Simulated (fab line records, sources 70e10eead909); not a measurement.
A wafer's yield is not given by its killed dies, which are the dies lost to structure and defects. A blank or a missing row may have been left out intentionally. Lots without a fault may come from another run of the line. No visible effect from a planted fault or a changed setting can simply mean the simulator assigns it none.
Which tool was responsible? | flow nand_harc | Sampling: 24 lots, 72 wafers, 6 of 1302 route steps

## WHAT THE GAUGES SHOWED, per wafer
Not one reading of a measure or inspect step in the record can be checked against a usual standard deviation.

## EACH LOT AND THE TOOL THAT RAN IT (in order: tool; ch and the chambers of the sampled wafers; start)
lot  | NHARC_P_GATE_HM_OPEN_105                      | NHARC_P_GATE_RTA_64              | NHARC_P_CONTACT_CMP_01        | NHARC_P_CONTACT_ETCH_36                       | NHARC_P_CONTACT_STRIP_28           | NHARC_P_M0_DEGAS_28
L074 | rie_diel-12 ch 0,2, day 6 02:20 or earlier    | rtp_anneal-02 ch 0, day 6 02:20  | cmp-01 ch 1,2,3, day 6 04:21  | rie_diel-10 ch 0,2,3, day 6 06:18 or earlier  | rie_diel-05 ch 0,1, day 6 06:18    | pvd_sputter-03, day 6 10:28
L075 | rie_diel-11 ch 0,1, day 6 17:59 or earlier    | rtp_anneal-02 ch 0, day 6 17:59  | cmp-04 ch 0,3, day 6 20:08    | rie_diel-08 ch 0,1,2, day 6 22:08 or earlier  | rie_diel-05 ch 1,2,3, day 6 22:08  | pvd_sputter-01, day 7 02:32
L076 | rie_diel-11 ch 0,1,3, day 6 17:30 or earlier  | rtp_anneal-01 ch 0, day 6 17:30  | cmp-04 ch 1,2,3, day 6 19:31  | rie_diel-05 ch 0,1,2, day 6 21:28 or earlier  | rie_diel-10 ch 1,2,3, day 6 21:28  | pvd_sputter-02, day 7 01:51
L077 | rie_diel-03 ch 0,1,3, day 6 23:59 or earlier  | rtp_anneal-01 ch 0, day 6 23:59  | cmp-03 ch 0,1, day 7 01:59    | rie_diel-05 ch 0,3, day 7 03:56 or earlier    | rie_diel-08 ch 2,3, day 7 03:56    | pvd_sputter-03, day 7 08:13
L078 | rie_diel-12 ch 1,2,3, day 7 12:43 or earlier  | rtp_anneal-01 ch 0, day 7 12:43  | cmp-01 ch 0,1,3, day 7 14:45  | rie_diel-10 ch 0,1,2, day 7 16:44 or earlier  | rie_diel-05 ch 0,1,3, day 7 16:44  | pvd_sputter-03, day 7 20:47
L079 | rie_diel-03 ch 1,2,3, day 7 19:57 or earlier  | rtp_anneal-01 ch 0, day 7 19:57  | cmp-04 ch 0,2,3, day 7 22:08  | rie_diel-08 ch 0,2,3, day 8 00:07 or earlier  | rie_diel-05 ch 1,2,3, day 8 00:07  | pvd_sputter-02, day 8 04:18
L080 | rie_diel-12 ch 1,2,3, day 8 03:39 or earlier  | rtp_anneal-02 ch 0, day 8 03:39  | cmp-04 ch 1,2, day 8 05:39    | rie_diel-10 ch 0,1, day 8 07:46 or earlier    | rie_diel-05 ch 0,1,3, day 8 07:46  | pvd_sputter-01, day 8 11:58
L081 | rie_diel-12 ch 0,2,3, day 8 15:01 or earlier  | rtp_anneal-01 ch 0, day 8 15:01  | cmp-01 ch 0,1,3, day 8 17:07  | rie_diel-08 ch 0,1,2, day 8 19:05 or earlier  | rie_diel-08 ch 0,2, day 8 19:05    | pvd_sputter-01, day 8 23:34
L082 | rie_diel-03 ch 0,1,2, day 9 03:44 or earlier  | rtp_anneal-02 ch 0, day 9 03:44  | cmp-04 ch 1,2,3, day 9 05:49  | rie_diel-10 ch 1,2, day 9 07:44 or earlier    | rie_diel-05 ch 0,1,2, day 9 07:44  | pvd_sputter-01, day 9 12:04
L083 | rie_diel-03 ch 1,2,3, day 9 11:02 or earlier  | rtp_anneal-02 ch 0, day 9 11:02  | cmp-03 ch 2,3, day 9 13:02    | rie_diel-08 ch 0,1, day 9 14:52 or earlier    | rie_diel-08 ch 0,1,2, day 9 14:52  | pvd_sputter-01, day 9 19:02
L084 | rie_diel-03 ch 1,2,3, day 10 01:02 or earlier | rtp_anneal-02 ch 0, day 10 01:02 | cmp-04 ch 1,3, day 10 03:05   | rie_diel-05 ch 1,2,3, day 10 05:02 or earlier | rie_diel-10 ch 0,2,3, day 10 05:02 | pvd_sputter-02, day 10 09:13
L085 | rie_diel-12 ch 0,1,2, day 10 05:03 or earlier | rtp_anneal-02 ch 0, day 10 05:03 | cmp-01 ch 1,2,3, day 10 07:04 | rie_diel-05 ch 0,2,3, day 10 09:02 or earlier | rie_diel-10 ch 1,2,3, day 10 09:02 | pvd_sputter-02, day 10 13:11
L086 | rie_diel-12 ch 0,3, day 10 18:23 or earlier   | rtp_anneal-02 ch 0, day 10 18:23 | cmp-01 ch 1,3, day 10 20:24   | rie_diel-08 ch 0,1,3, day 10 22:21 or earlier | rie_diel-10 ch 0,2,3, day 10 22:21 | pvd_sputter-02, day 11 02:36
L087 | rie_diel-03 ch 1,2,3, day 11 02:00 or earlier | rtp_anneal-02 ch 0, day 11 02:00 | cmp-01 ch 0,1,2, day 11 04:25 | rie_diel-08 ch 0,1, day 11 06:20 or earlier   | rie_diel-08 ch 0,3, day 11 06:20   | pvd_sputter-01, day 11 11:05
L088 | rie_diel-11 ch 2,3, day 11 20:47 or earlier   | rtp_anneal-01 ch 0, day 11 20:47 | cmp-01 ch 0,3, day 11 22:47   | rie_diel-08 ch 0,1,3, day 12 00:36 or earlier | rie_diel-10 ch 1,2, day 12 00:36   | pvd_sputter-01, day 12 05:17
L089 | rie_diel-03 ch 1,2, day 11 21:37 or earlier   | rtp_anneal-01 ch 0, day 11 21:37 | cmp-04 ch 1,2, day 11 23:41   | rie_diel-05 ch 0,1, day 12 01:37 or earlier   | rie_diel-08 ch 1,2, day 12 01:37   | pvd_sputter-02, day 12 05:44
L090 | rie_diel-12 ch 1,2, day 12 11:55 or earlier   | rtp_anneal-01 ch 0, day 12 11:55 | cmp-01 ch 1,2,3, day 12 13:56 | rie_diel-10 ch 0,1,2, day 12 15:52 or earlier | rie_diel-05 ch 0,1, day 12 15:52   | pvd_sputter-03, day 12 20:10
L091 | rie_diel-03 ch 2,3, day 12 12:56 or earlier   | rtp_anneal-02 ch 0, day 12 12:56 | cmp-03 ch 0,2,3, day 12 14:56 | rie_diel-08 ch 0,1,2, day 12 16:55 or earlier | rie_diel-10 ch 0,2,3, day 12 16:55 | pvd_sputter-01, day 12 21:08
L092 | rie_diel-03 ch 0,1,3, day 13 21:47 or earlier | rtp_anneal-01 ch 0, day 13 21:47 | cmp-03 ch 0,1,2, day 13 23:51 | rie_diel-08 ch 1,2,3, day 14 01:46 or earlier | rie_diel-05 ch 2,3, day 14 01:46   | pvd_sputter-01, day 14 05:54
L093 | rie_diel-11 ch 0,1,3, day 13 22:12 or earlier | rtp_anneal-02 ch 0, day 13 22:12 | cmp-01 ch 0,1,2, day 14 00:12 | rie_diel-10 ch 0,1, day 14 02:10 or earlier   | rie_diel-08 ch 1,2,3, day 14 02:10 | pvd_sputter-02, day 14 06:19
L094 | rie_diel-03 ch 0,1,3, day 14 04:12 or earlier | rtp_anneal-01 ch 0, day 14 04:12 | cmp-04 ch 0,1,3, day 14 06:14 | rie_diel-08 ch 0,1,3, day 14 08:13 or earlier | rie_diel-10 ch 1,2,3, day 14 08:13 | pvd_sputter-01, day 14 12:20
L095 | rie_diel-03 ch 0,1,3, day 14 16:41 or earlier | rtp_anneal-01 ch 0, day 14 16:41 | cmp-03 ch 0,1,3, day 14 18:47 | rie_diel-08 ch 0,1, day 14 20:40 or earlier   | rie_diel-05 ch 0,1, day 14 20:40   | pvd_sputter-03, day 15 00:42
L096 | rie_diel-03 ch 2,3, day 15 02:09 or earlier   | rtp_anneal-01 ch 0, day 15 02:09 | cmp-01 ch 0,1,2, day 15 04:22 | rie_diel-10 ch 0,2,3, day 15 06:11 or earlier | rie_diel-08 ch 0,2,3, day 15 06:11 | pvd_sputter-02, day 15 10:24
L097 | rie_diel-11 ch 0,2,3, day 15 09:15 or earlier | rtp_anneal-01 ch 0, day 15 09:15 | cmp-01 ch 0,2,3, day 15 11:17 | rie_diel-10 ch 0,1,2, day 15 13:43 or earlier | rie_diel-08 ch 0,2,3, day 15 13:43 | pvd_sputter-01, day 15 18:24
- NHARC_P_GATE_HM_OPEN_105: chemistry O2/COS, target depth 360 nm.
- NHARC_P_GATE_RTA_64: time 1 s.
- NHARC_P_CONTACT_CMP_01: polishes SiO2, target thk 200 nm.
- NHARC_P_CONTACT_ETCH_36: etches the open film in N2/H2, target depth 260 nm, time 406.25 s.
- NHARC_P_CONTACT_STRIP_28: strips in O2.
- NHARC_P_M0_DEGAS_28: time 60 s.

## WHAT THE TOOLS THEMSELVES READ (means of the sampled wafers that have a number; where no wafer has one, the mark that the record gives instead)
NHARC_P_GATE_HM_OPEN_105. Usual: drypump_motor_current_A 5.8 A, standard deviation 0.57; oes_product_au 1.002 a.u., standard deviation 0.0092; rf_vpp_V 467.2 V, standard deviation 2.7; showerhead_plenum_p_Torr 3.12 Torr, standard deviation 0.12; throttle_valve_pct 28.332 %, standard deviation 0.01.
lot  | tool        | drypump_motor_current_A (A) | oes_product_au (a.u.) | rf_vpp_V (V) | showerhead_plenum_p_Torr (Torr) | throttle_valve_pct (%) | flag
L074 | rie_diel-12 | 5.3                         | 0.996                 | 465.0        | 3.03                            | 28.336                 |
L075 | rie_diel-11 | 6.0                         | 0.995                 | 467.3        | 3.09                            | 28.332                 |
L076 | rie_diel-11 | 5.8                         | 0.993                 | 466.3        | 3.11                            | 28.331                 |
L077 | rie_diel-03 | 5.8                         | 0.996                 | 468.1        | 3.18                            | 28.326                 |
L078 | rie_diel-12 | 5.6                         | 1.019                 | 468.4        | 3.14                            | 28.325                 |
L079 | rie_diel-03 | 6.2                         | 0.999                 | 467.5        | 3.14                            | 28.333                 |
L080 | rie_diel-12 | 5.6                         | 1.008                 | 466.8        | 3.14                            | 28.328                 |
L081 | rie_diel-12 | 5.6                         | 1.013                 | 465.3        | 3.04                            | 28.323                 |
L082 | rie_diel-03 | 5.8                         | 0.997                 | 467.0        | 3.12                            | 28.331                 |
L083 | rie_diel-03 | 6.2                         | 0.997                 | 466.7        | 3.14                            | 28.326                 |
L084 | rie_diel-03 | 6.2                         | 0.996                 | 467.0        | 3.14                            | 28.345                 |
L085 | rie_diel-12 | 5.2                         | 1.008                 | 467.8        | 3.13                            | 28.330                 |
L086 | rie_diel-12 | 5.8                         | 1.012                 | 464.3        | 2.97                            | 28.327                 |
L087 | rie_diel-03 | 6.2                         | 1.005                 | 467.7        | 3.14                            | 28.338                 |
L088 | rie_diel-11 | 5.9                         | 0.997                 | 466.0        | 3.01                            | 28.335                 |
L089 | rie_diel-03 | 5.9                         | 1.002                 | 466.2        | 3.05                            | 28.342                 |
L090 | rie_diel-12 | 5.2                         | 1.006                 | 468.7        | 3.23                            | 28.330                 |
L091 | rie_diel-03 | 6.5                         | 0.998                 | 469.3        | 3.22                            | 28.333                 |
L092 | rie_diel-03 | 5.8                         | 0.999                 | 469.0        | 3.17                            | 28.328                 |
L093 | rie_diel-11 | 5.8                         | 1.001                 | 467.0        | 3.10                            | 28.328                 |
L094 | rie_diel-03 | 5.8                         | 1.007                 | 468.3        | 3.17                            | 28.322                 |
L095 | rie_diel-03 | 5.8                         | 1.002                 | 469.1        | 3.17                            | 28.330                 |
L096 | rie_diel-03 | 6.5                         | 1.013                 | 469.1        | 3.17                            | 28.330                 |
L097 | rie_diel-11 | 5.8                         | 0.993                 | 466.0        | 3.09                            | 28.328                 |

NHARC_P_GATE_RTA_64. Usual: lamp_power_pct 34.2 %, standard deviation 1.5; lamp_zone_4_pct 34.2 %, standard deviation 1.5; lamp_zone_7_pct 34.6 %, standard deviation 1.5; wafer_temp_C_max 1053.9, standard deviation 1.1.
lot  | tool          | lamp_power_pct (%) | lamp_zone_4_pct (%) | lamp_zone_7_pct (%) | wafer_temp_C_max | flag
L074 | rtp_anneal-02 | 35.7               | 35.7                | 36.1                | 1052.6           |
L075 | rtp_anneal-02 | 35.7               | 35.7                | 36.2                | 1052.6           |
L076 | rtp_anneal-01 | 32.8               | 32.8                | 33.2                | 1054.7           |
L077 | rtp_anneal-01 | 32.8               | 32.8                | 33.3                | 1053.9           |
L078 | rtp_anneal-01 | 32.8               | 32.8                | 33.2                | 1054.5           |
L079 | rtp_anneal-01 | 32.9               | 32.8                | 33.3                | 1054.8           |
L080 | rtp_anneal-02 | 35.8               | 35.8                | 36.2                | 1052.3           |
L081 | rtp_anneal-01 | 32.9               | 32.8                | 33.2                | 1054.6           |
L082 | rtp_anneal-02 | 35.8               | 35.8                | 36.2                | 1052.7           |
L083 | rtp_anneal-02 | 35.7               | 35.8                | 36.2                | 1053.1           |
L084 | rtp_anneal-02 | 35.7               | 35.8                | 36.2                | 1053.3           |
L085 | rtp_anneal-02 | 35.8               | 35.8                | 36.2                | 1053.3           |
L086 | rtp_anneal-02 | 35.7               | 35.7                | 36.1                | 1052.6           |
L087 | rtp_anneal-02 | 35.7               | 35.7                | 36.2                | 1053.2           |
L088 | rtp_anneal-01 | 32.9               | 32.8                | 33.2                | 1054.5           |
L089 | rtp_anneal-01 | 32.8               | 32.8                | 33.2                | 1054.7           |
L090 | rtp_anneal-01 | 32.8               | 32.8                | 33.2                | 1055.1           |
L091 | rtp_anneal-02 | 35.8               | 35.7                | 36.2                | 1053.5           |
L092 | rtp_anneal-01 | 32.8               | 32.9                | 33.3                | 1055.0           |
L093 | rtp_anneal-02 | 35.7               | 35.7                | 36.2                | 1053.1           |
L094 | rtp_anneal-01 | 32.8               | 32.8                | 33.3                | 1055.2           |
L095 | rtp_anneal-01 | 32.8               | 32.8                | 33.2                | 1055.2           |
L096 | rtp_anneal-01 | 32.8               | 32.8                | 33.2                | 1054.2           |
L097 | rtp_anneal-01 | 32.8               | 32.8                | 33.3                | 1054.2           |

NHARC_P_CONTACT_CMP_01. Usual: motor_current_A 11.8 A, standard deviation 1.5; pad_life_wafers 197, standard deviation 100.
lot  | tool   | motor_current_A (A) | pad_life_wafers | flag
L074 | cmp-01 | 10.6                | 116             |
L075 | cmp-04 | 13.2                | 114             |
L076 | cmp-04 | 11.9                | 109             |
L077 | cmp-03 | 11.9                | 283             |
L078 | cmp-01 | 11.3                | 253             |
L079 | cmp-04 | 12.5                | 241             |
L080 | cmp-04 | 11.5                | 282             |
L081 | cmp-01 | 11.5                | 356             |
L082 | cmp-04 | 12.1                | 368             |
L083 | cmp-03 | 13.9                | 152             |
L084 | cmp-04 | 12.5                | 38              |
L085 | cmp-01 | 10.5                | 122             |
L086 | cmp-01 | 11.6                | 158             |
L087 | cmp-01 | 10.0                | 182             |
L088 | cmp-01 | 12.0                | 230             |
L089 | cmp-04 | 11.5                | 200             |
L090 | cmp-01 | 10.6                | 344             |
L091 | cmp-03 | 13.4                | 44              |
L092 | cmp-03 | 12.6                | 224             |
L093 | cmp-01 | 9.8                 | 80              |
L094 | cmp-04 | 12.8                | 32              |
L095 | cmp-03 | 12.9                | 333             |
L096 | cmp-01 | 10.4                | 230             |
L097 | cmp-01 | 10.7                | 248             |

NHARC_P_CONTACT_ETCH_36. Usual: drypump_motor_current_A 5.5 A, standard deviation 0.37; oes_product_au 1.001 a.u., standard deviation 0.0063; rf_vpp_V 430.1 V, standard deviation 2.3; showerhead_plenum_p_Torr 2.02 Torr, standard deviation 0.081; throttle_valve_pct 14.172 %, standard deviation 0.0091.
lot  | tool        | drypump_motor_current_A (A) | oes_product_au (a.u.) | rf_vpp_V (V) | showerhead_plenum_p_Torr (Torr) | throttle_valve_pct (%) | flag
L074 | rie_diel-10 | 5.6                         | 1.006                 | 430.9        | 2.05                            | 14.171                 |
L075 | rie_diel-08 | 5.5                         | 1.005                 | 428.4        | 1.97                            | 14.171                 |
L076 | rie_diel-05 | 5.3                         | 0.998                 | 430.5        | 2.06                            | 14.173                 |
L077 | rie_diel-05 | 5.6                         | 0.995                 | 428.7        | 1.98                            | 14.164                 |
L078 | rie_diel-10 | 5.4                         | 1.002                 | 431.0        | 2.03                            | 14.171                 |
L079 | rie_diel-08 | 5.5                         | 1.003                 | 429.5        | 2.00                            | 14.171                 |
L080 | rie_diel-10 | 5.7                         | 1.009                 | 431.4        | 2.09                            | 14.158                 |
L081 | rie_diel-08 | 5.5                         | 0.992                 | 428.8        | 1.97                            | 14.172                 |
L082 | rie_diel-10 | 5.5                         | 0.996                 | 430.6        | 2.04                            | 14.173                 |
L083 | rie_diel-08 | 5.5                         | 1.000                 | 427.7        | 1.93                            | 14.168                 |
L084 | rie_diel-05 | 5.7                         | 0.997                 | 433.1        | 2.12                            | 14.167                 |
L085 | rie_diel-05 | 5.6                         | 1.000                 | 431.0        | 2.05                            | 14.173                 |
L086 | rie_diel-08 | 5.4                         | 1.002                 | 429.0        | 1.96                            | 14.170                 |
L087 | rie_diel-08 | 5.5                         | 1.008                 | 427.5        | 1.93                            | 14.166                 |
L088 | rie_diel-08 | 5.4                         | 0.999                 | 428.6        | 1.96                            | 14.167                 |
L089 | rie_diel-05 | 5.3                         | 0.998                 | 429.7        | 1.99                            | 14.176                 |
L090 | rie_diel-10 | 5.4                         | 0.996                 | 431.0        | 2.03                            | 14.175                 |
L091 | rie_diel-08 | 5.5                         | 1.008                 | 428.5        | 1.97                            | 14.170                 |
L092 | rie_diel-08 | 5.6                         | 1.004                 | 428.5        | 1.97                            | 14.173                 |
L093 | rie_diel-10 | 5.7                         | 1.000                 | 430.7        | 2.08                            | 14.166                 |
L094 | rie_diel-08 | 5.4                         | 1.013                 | 428.2        | 1.96                            | 14.177                 |
L095 | rie_diel-08 | 5.5                         | 1.002                 | 428.3        | 1.93                            | 14.170                 |
L096 | rie_diel-10 | 5.6                         | 1.004                 | 430.2        | 2.05                            | 14.173                 |
L097 | rie_diel-10 | 5.4                         | 1.000                 | 430.0        | 2.03                            | 14.174                 |

NHARC_P_CONTACT_STRIP_28. Usual: drypump_motor_current_A 5.6 A, standard deviation 0.39; oes_product_au 0.999 a.u., standard deviation 0.0071; rf_vpp_V 57.9 V, standard deviation 0.87; showerhead_plenum_p_Torr 3.53 Torr, standard deviation 0.13; throttle_valve_pct 17.037 %, standard deviation 0.0088.
lot  | tool        | drypump_motor_current_A (A) | oes_product_au (a.u.) | rf_vpp_V (V) | showerhead_plenum_p_Torr (Torr) | throttle_valve_pct (%) | flag
L074 | rie_diel-05 | 5.3                         | 1.001                 | 57.8         | 3.45                            | 17.038                 |
L075 | rie_diel-05 | 5.7                         | 0.990                 | 58.3         | 3.66                            | 17.034                 |
L076 | rie_diel-10 | 5.6                         | 0.991                 | 57.9         | 3.57                            | 17.030                 |
L077 | rie_diel-08 | 5.6                         | 1.007                 | 57.7         | 3.49                            | 17.038                 |
L078 | rie_diel-05 | 5.7                         | 0.999                 | 57.6         | 3.54                            | 17.041                 |
L079 | rie_diel-05 | 5.7                         | 0.997                 | 58.0         | 3.66                            | 17.037                 |
L080 | rie_diel-05 | 5.7                         | 1.003                 | 57.7         | 3.54                            | 17.039                 |
L081 | rie_diel-08 | 5.6                         | 1.001                 | 58.9         | 3.49                            | 17.048                 |
L082 | rie_diel-05 | 5.3                         | 0.995                 | 57.8         | 3.56                            | 17.036                 |
L083 | rie_diel-08 | 5.5                         | 0.993                 | 57.5         | 3.42                            | 17.029                 |
L084 | rie_diel-10 | 5.6                         | 1.002                 | 57.8         | 3.55                            | 17.042                 |
L085 | rie_diel-10 | 5.6                         | 1.006                 | 57.8         | 3.56                            | 17.033                 |
L086 | rie_diel-10 | 5.6                         | 0.998                 | 57.7         | 3.55                            | 17.040                 |
L087 | rie_diel-08 | 5.3                         | 1.007                 | 56.8         | 3.45                            | 17.041                 |
L088 | rie_diel-10 | 5.5                         | 0.997                 | 58.1         | 3.53                            | 17.043                 |
L089 | rie_diel-08 | 5.7                         | 1.000                 | 58.1         | 3.44                            | 17.039                 |
L090 | rie_diel-05 | 5.4                         | 1.011                 | 58.8         | 3.55                            | 17.034                 |
L091 | rie_diel-10 | 5.6                         | 1.002                 | 57.8         | 3.55                            | 17.035                 |
L092 | rie_diel-05 | 6.0                         | 1.000                 | 58.0         | 3.65                            | 17.046                 |
L093 | rie_diel-08 | 5.6                         | 1.007                 | 58.1         | 3.42                            | 17.034                 |
L094 | rie_diel-10 | 5.6                         | 1.002                 | 57.6         | 3.56                            | 17.031                 |
L095 | rie_diel-05 | 5.4                         | 0.995                 | 58.6         | 3.45                            | 17.038                 |
L096 | rie_diel-08 | 5.5                         | 1.005                 | 58.2         | 3.47                            | 17.042                 |
L097 | rie_diel-08 | 5.5                         | 1.005                 | 57.6         | 3.47                            | 17.044                 |

NHARC_P_M0_DEGAS_28. Usual: heater_power_w at 316 W, with a standard deviation of 15.
lot  | tool           | heater_power_w (W) | flag
L074 | pvd_sputter-03 | 317                |
L075 | pvd_sputter-01 | 312                |
L076 | pvd_sputter-02 | 324                |
L077 | pvd_sputter-03 | 332                |
L078 | pvd_sputter-03 | 319                |
L079 | pvd_sputter-02 | 321                |
L080 | pvd_sputter-01 | 315                |
L081 | pvd_sputter-01 | 297                |
L082 | pvd_sputter-01 | 294                |
L083 | pvd_sputter-01 | 296                |
L084 | pvd_sputter-02 | 322                |
L085 | pvd_sputter-02 | 330                |
L086 | pvd_sputter-02 | 322                |
L087 | pvd_sputter-01 | 317                |
L088 | pvd_sputter-01 | 308                |
L089 | pvd_sputter-02 | 318                |
L090 | pvd_sputter-03 | 331                |
L091 | pvd_sputter-01 | 316                |
L092 | pvd_sputter-01 | 312                |
L093 | pvd_sputter-02 | 324                |
L094 | pvd_sputter-01 | 301                |
L095 | pvd_sputter-03 | 338                |
L096 | pvd_sputter-02 | 328                |
L097 | pvd_sputter-01 | 331                |

## THE ANSWER, worked out from the rows above alone
Rule: lot off if the mean of its wafers having a number is beyond 3 standard deviations from the usual mean. A lot without any number at a reading at which 4 lots or more have one is off too. All remaining lots with rows at the step are treated as sound. After the gauges, taken in route order, come the tools' own readings; for these a lot's mean is taken, as printed above. The first step at which some lot is off is used, and at that step the reading that is off furthest; a lot without a number counts as furthest.
Across all readings shown, no lot is off: no conclusion can be drawn from this.

## WHAT WAS PUT IN BY THE SIMULATOR
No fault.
